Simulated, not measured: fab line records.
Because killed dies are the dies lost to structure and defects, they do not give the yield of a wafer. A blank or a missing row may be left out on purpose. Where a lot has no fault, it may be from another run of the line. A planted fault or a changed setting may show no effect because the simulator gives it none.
Split-lot experiment    flow n5_finfet    39 wafers read across 7 lots, on a route 1938 steps long

== THE SPLIT ==
At N5_BEOL_M6_ILD_DEP_00 (deposits SiCOH lowk from DEMS/porogen, target thk 179.75 nm, time 33.4 s), the setting target_thk_a was moved away from the recipe's 1797.5 angstrom on 18 of the 39 wafers read, by -36.5% to +31.8%. For the rest of the wafers, this setting stayed at what the recipe calls for.

== FROM SPLIT TO READING: 1 step shown by the file between the two ==
- N5_BEOL_M6_CURE_74: cures SiCOH lowk, time 240 s

== THE READING ==
M6_ILD_THK at N5_BEOL_M6_THK_MEAS_01, in nm. Typical for fault-free wafers on this fab line: 155.7 nm, with standard deviation 2 nm.

wafer   tool, chamber at the split  target_thk_a as run, angstrom  against the recipe  M6_ILD_THK, nm  against lot-mates on the recipe
L075.1  pecvd-04, 2                 2070                           +15.2%              177.8           +22.1
L075.2  pecvd-04, 1,2               2070                           +15.2%              182.0           +26.3
L075.3  pecvd-04, 0                 1797.5                         recipe              152.6           -
L075.4  pecvd-04, 0                 1797.5                         recipe              155.1           -
L075.5  pecvd-04, 1,2               2070                           +15.2%              182.2           +26.5
L075.6  pecvd-04, 1                 1797.5                         recipe              159.3           -
L077.1  pecvd-01, 1                 2235                           +24.3%              188.1           +34.4
L077.2  pecvd-01, 0                 1797.5                         recipe              153.1           -
L077.3  pecvd-01, 0                 2235                           +24.3%              191.6           +37.9
L077.4  pecvd-01, 1                 2235                           +24.3%              191.9           +38.2
L077.5  pecvd-01, 1                 1797.5                         recipe              153.4           -
L077.6  pecvd-01, 0                 1797.5                         recipe              154.5           -
L080.1  pecvd-04, 1                 1797.5                         recipe              155.9           -
L080.2  pecvd-04, 0                 2369                           +31.8%              203.9           +47.1
L080.3  pecvd-04, 2                 1797.5                         recipe              156.3           -
L080.4  pecvd-04, 1                 2369                           +31.8%              208.2           +51.4
L080.5  pecvd-04, 2                 1797.5                         recipe              158.1           -
L080.6  pecvd-04, 0                 2369                           +31.8%              206.9           +50.1
L079.1  pecvd-04, 2                 1797.5                         recipe              154.2           -
L079.2  pecvd-04, 1                 1797.5                         recipe              155.7           -
L079.3  pecvd-04, 0                 1521                           -15.4%              127.7           -27.9
L079.4  pecvd-04, 2                 1797.5                         recipe              156.9           -
L079.5  pecvd-04, 0                 1521                           -15.4%              129.3           -26.3
L079.6  pecvd-04, 1                 1521                           -15.4%              132.0           -23.6
L082.1  pecvd-04, 1                 1797.5                         recipe              155.4           -
L082.2  pecvd-04, 2                 1141                           -36.5%              100.6           -56.1
L082.3  pecvd-04, 1                 1141                           -36.5%              100.1           -56.6
L082.4  pecvd-04, 2                 1141                           -36.5%              99.5            -57.2
L082.5  pecvd-04, 2                 1797.5                         recipe              157.4           -
L082.6  pecvd-04, 1                 1797.5                         recipe              157.2           -
L088.1  pecvd-02, 0                 2352                           +30.8%              205.6           +49.1
L088.2  pecvd-02, 1                 1797.5                         recipe              155.1           -
L088.3  pecvd-02, 2                 1797.5                         recipe              156.5           -
L088.4  pecvd-02, 1                 1797.5                         recipe              158.0           -
L088.5  pecvd-02, 0                 2352                           +30.8%              208.2           +51.7
L088.6  pecvd-02, 2                 2352                           +30.8%              207.9           +51.4
L094.1  pecvd-04, 0                 1797.5                         recipe              153.5           -
L094.2  pecvd-04, 1                 1797.5                         recipe              153.6           -
L094.5  pecvd-04, 2                 1797.5                         recipe              156.7           -
Where a row lists several chambers, the file gives one row for several wafers and doesn't say which wafer went through which chamber.

THE FIT
A straight line over all 39 wafers: M6_ILD_THK changes by +1.57 nm for each +1% of target_thk_a; r = +1.00; the points scatter about the line by 2.3 nm.
The same after taking each lot's own level away (the mean of its wafers on the recipe; 39 wafers): +1.58 nm for each +1%; r = +1.00; scatter 1.8 nm.
Per that fit: largest target_thk_a move, reading shift of 58 nm.
From 153.67 to 156.77 nm: that is the span of the lots' own levels, equal to 1.6 times the standard deviation above.
Consequently the slope shifts little with the lot-to-lot level, the two slopes agreeing.
Check: -58 nm against its lot-mates is what the line predicts for one of the wafers moved furthest among these (-36.5%) when that wafer is left out of the fit. Against them it came out at -56.1 nm.

== FURTHER SPLITS ON THESE WAFERS ==
Before the reading, these wafers also passed through other splits. Each is held against what the fit with the lots' levels taken away leaves over:
other split on the same wafers            wafers away from the commonest value  r with M6_ILD_THK (lot level and that fit taken away)
N5_BEOL_M0_CUTY_ETCH_63 time_s            15                                    -0.05
N5_BEOL_M2_TRENCH_ETCH_37 target_depth_a  9                                     +0.04

== THE WHOLE CHAIN: every reading that the file lists as answering this split, in the file's order ==
step                    what it does                                                              reading                                                                                   change (the file's fit)               r (the file's)
N5_BEOL_M6_ILD_DEP_00   deposits SiCOH lowk from DEMS/porogen, target thk 179.75 nm, time 33.4 s  SiCOH_lowk_of_BEOL_M6_ILD_DEP_00.thk_nm (the simulator's own value, which no gauge read)  +1.81 nm for each +1% of the setting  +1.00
N5_BEOL_M6_CURE_74      cures SiCOH lowk, time 240 s                                              SiCOH_lowk_of_BEOL_M6_ILD_DEP_00.thk_nm (the simulator's own value, which no gauge read)  +1.58 nm for each +1% of the setting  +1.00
N5_BEOL_M6_THK_MEAS_01                                                                            M6_ILD_THK                                                                                +1.58 for each +1% of the setting     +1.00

== THE FILE'S OWN FIT ==
M6_ILD_THK changes by +1.58 nm for each +1% of target_thk_a, r = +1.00.
